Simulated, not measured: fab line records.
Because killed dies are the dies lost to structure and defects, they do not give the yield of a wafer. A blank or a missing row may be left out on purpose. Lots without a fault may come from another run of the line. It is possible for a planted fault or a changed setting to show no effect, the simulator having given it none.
Chamber matching | flow n5 finfet | N5_DUMMY_GATE_ALD_02 on ald sin-04: 4 sister chambers
The step deposits SiO2, target thk 2 nm, pulse time 1 s. 8 wafers are shown with their chamber, then 8 later ones without.

WAFERS, EACH WITH ITS CHAMBER
wafer  | chamber | heater power w (W) | precursor pulse height rel
L075.6 | 2       | 449                | 1.010
L079.3 | 2       | 428                | 0.989
L082.3 | 0       | 401                | 0.982
L082.6 | 3       | 380                | 0.989
L090.1 | 1       | 474                | 1.015
L090.2 | 0       | 381                | 1.030
L090.6 | 3       | 367                | 0.976
L093.1 | 1       | 464                | 1.012

WAFERS MISSING THEIR CHAMBER
wafer  | heater power w (W) | precursor pulse height rel
L093.5 | 470                | 1.004
L093.6 | 432                | 0.990
L094.2 | 482                | 0.979
L094.3 | 382                | 0.997
L094.5 | 382                | 0.984
L096.1 | 473                | 0.980
L096.3 | 385                | 0.983
L096.5 | 376                | 0.994

WHICH CHAMBER EACH WENT THROUGH
wafer  | from the rows above     | in truth
L093.5 | 1                       | 1
L093.6 | 2                       | 2
L094.2 | can't be placed: 1 or 2 | 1
L094.3 | can't be placed: 0 or 3 | 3
L094.5 | can't be placed: 3 or 0 | 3
L096.1 | can't be placed: 1 or 2 | 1
L096.3 | can't be placed: 3 or 0 | 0
L096.5 | can't be placed: 3 or 0 | 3
Correct placement for 2 of the 8. From these rows, 6 cannot be placed; in 6 the true chamber is one of the candidates. Placed wrongly: 0.
How it was worked out, from the rows above alone: a wafer's distance from a chamber is the root of the sum, over the readings, of the square of ((its reading less the chamber's mean) divided by the reading's scatter). If the next closest chamber is less than 2 further off than the closest, the wafer can't be placed; otherwise it belongs to the closest. Each chamber's mean is taken over the wafers shown for it. The scatter: the root of (the sum of the squares of (reading less its chamber's mean) over the shown wafers, divided by (wafers less chambers)).
